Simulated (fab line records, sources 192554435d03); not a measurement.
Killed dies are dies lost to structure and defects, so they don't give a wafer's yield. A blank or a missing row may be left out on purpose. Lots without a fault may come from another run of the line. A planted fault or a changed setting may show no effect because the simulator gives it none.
Chamber matching | flow n5_finfet | N5_BEOL_M3_DEP_57 on pecvd-02: 3 sister chambers
The step deposits SiCN from 3MS/NH3, target thk 8 nm, time 14 s. 6 wafers are shown with their chamber, then 12 later ones without.

WAFERS WITH THEIR CHAMBER
wafer  | chamber | throttle_valve_pct (%) | showerhead_plenum_p_Torr (Torr)
L080.1 | 0       | 9.9                    | 3.668
L084.1 | 1       | 9.1                    | 3.671
L084.4 | 2       | 9.0                    | 3.670
L091.1 | 1       | 9.1                    | 3.675
L091.2 | 2       | 8.7                    | 3.670
L091.6 | 0       | 9.9                    | 3.658

WAFERS WITHOUT THEIR CHAMBER
wafer  | throttle_valve_pct (%) | showerhead_plenum_p_Torr (Torr)
L094.2 | 9.1                    | 3.661
L094.3 | 8.9                    | 3.675
L094.5 | 8.9                    | 3.665
L095.1 | 9.8                    | 3.661
L095.3 | 9.2                    | 3.672
L095.6 | 9.9                    | 3.656
L097.1 | 10.0                   | 3.669
L097.2 | 9.2                    | 3.687
L097.3 | 8.9                    | 3.659
L097.4 | 8.8                    | 3.670
L097.5 | 9.8                    | 3.666
L097.6 | 9.2                    | 3.681

WHICH CHAMBER EACH WENT THROUGH
wafer  | from the rows above     | in truth
L094.2 | can't be placed: 1 or 2 | 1
L094.3 | can't be placed: 2 or 1 | 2
L094.5 | can't be placed: 2 or 1 | 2
L095.1 | 0                       | 0
L095.3 | 1                       | 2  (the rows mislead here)
L095.6 | 0                       | 0
L097.1 | 0                       | 0
L097.2 | can't be placed: 1 or 2 | 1
L097.3 | can't be placed: 2 or 1 | 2
L097.4 | 2                       | 2
L097.5 | 0                       | 0
L097.6 | can't be placed: 1 or 2 | 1
Placed correctly: 5 of 12. Can't be placed from these rows: 6 (the true chamber is among the candidates in 6). Placed wrongly: 1.
How it was worked out, from the rows above alone: a wafer's distance from a chamber is the root of the sum, over the readings, of the square of ((its reading less the chamber's mean) divided by the reading's scatter). The wafer belongs to the nearest chamber; if the next one is less than 2 further off, it can't be placed. A chamber's mean is the mean of its shown wafers. The scatter: the root of (the sum of the squares of (reading less its chamber's mean) over the shown wafers, divided by (wafers less chambers)).
